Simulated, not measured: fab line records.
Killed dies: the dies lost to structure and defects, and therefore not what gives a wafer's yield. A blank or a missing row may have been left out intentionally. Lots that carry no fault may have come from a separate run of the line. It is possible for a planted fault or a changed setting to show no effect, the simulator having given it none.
Chamber matching | flow n5 finfet | N5_FIN_SAQP_ETCH_65 on rie si-01: 4 sister chambers
The step etches SiO2 in CF4, target depth 4 nm, time 4.4 s. 20 wafers are shown with their chamber, then 10 later ones without.

WAFERS, EACH WITH ITS CHAMBER
wafer  | chamber | drypump motor current A (A) | throttle valve pct (%) | oes product au (a.u.)
L076.1 | 0       | 5.6                         | 21.83                  | 1.021
L076.2 | 3       | 5.5                         | 21.51                  | 1.023
L076.6 | 0       | 5.7                         | 21.82                  | 1.023
L079.3 | 1       | 4.8                         | 22.12                  | 0.981
L079.4 | 3       | 5.5                         | 21.50                  | 1.028
L079.6 | 0       | 5.7                         | 21.80                  | 1.017
L082.2 | 0       | 5.7                         | 21.81                  | 1.020
L082.5 | 3       | 5.5                         | 21.51                  | 1.022
L082.6 | 0       | 5.6                         | 21.81                  | 1.019
L083.1 | 0       | 5.7                         | 21.80                  | 1.009
L083.2 | 1       | 4.8                         | 22.12                  | 0.970
L083.3 | 3       | 5.5                         | 21.52                  | 1.023
L084.1 | 2       | 5.5                         | 21.60                  | 1.016
L084.3 | 1       | 4.8                         | 22.11                  | 0.982
L084.6 | 3       | 5.5                         | 21.50                  | 1.032
L085.1 | 1       | 4.8                         | 22.10                  | 0.963
L085.2 | 2       | 5.5                         | 21.58                  | 1.020
L085.6 | 3       | 5.5                         | 21.50                  | 1.022
L086.4 | 3       | 5.5                         | 21.53                  | 1.024
L086.5 | 3       | 5.5                         | 21.53                  | 1.022

SIGNATURES (averages over the wafers above)
reading                 | chamber 0 | chamber 1 | chamber 2 | chamber 3 | scatter within a chamber
drypump motor current A | 5.667     | 4.800     | 5.500     | 5.500     | 0.0289
throttle valve pct      | 21.8117   | 22.1125   | 21.5900   | 21.5125   | 0.012
oes product au          | 1.01817   | 0.97400   | 1.01800   | 1.02450   | 0.00542
Rule: for a wafer and a chamber, the distance is found by dividing, reading by reading, the gap between the wafer's reading and the chamber's mean by the reading's scatter, squaring, summing and taking the root. If the next closest chamber is less than 2 further off than the closest, the wafer can't be placed; otherwise it belongs to the closest. The scatter: the root of (the sum of the squares of (reading less its chamber's mean) over the shown wafers, divided by (wafers less chambers)).

WAFERS WITH NO CHAMBER GIVEN
wafer  | drypump motor current A (A) | throttle valve pct (%) | oes product au (a.u.)
L086.6 | 5.5                         | 21.58                  | 1.018
L088.2 | 5.5                         | 21.58                  | 1.014
L088.3 | 5.6                         | 21.81                  | 1.020
L088.6 | 4.8                         | 22.11                  | 0.973
L092.1 | 5.6                         | 21.82                  | 1.011
L092.4 | 5.5                         | 21.50                  | 1.026
L092.5 | 5.5                         | 21.50                  | 1.016
L097.1 | 4.8                         | 22.12                  | 0.959
L097.2 | 5.7                         | 21.83                  | 0.990
L097.5 | 5.6                         | 21.82                  | 1.007

EACH ONE'S CHAMBER
wafer  | from the rows above | in truth
L086.6 | 2                   | 2
L088.2 | 2                   | 2
L088.3 | 0                   | 0
L088.6 | 1                   | 1
L092.1 | 0                   | 0
L092.4 | 3                   | 3
L092.5 | 3                   | 3
L097.1 | 1                   | 1
L097.2 | 0                   | 0
L097.5 | 0                   | 0
Placed correctly: 10 of 10. Can't be placed from these rows: 0. Number placed wrongly: 0.
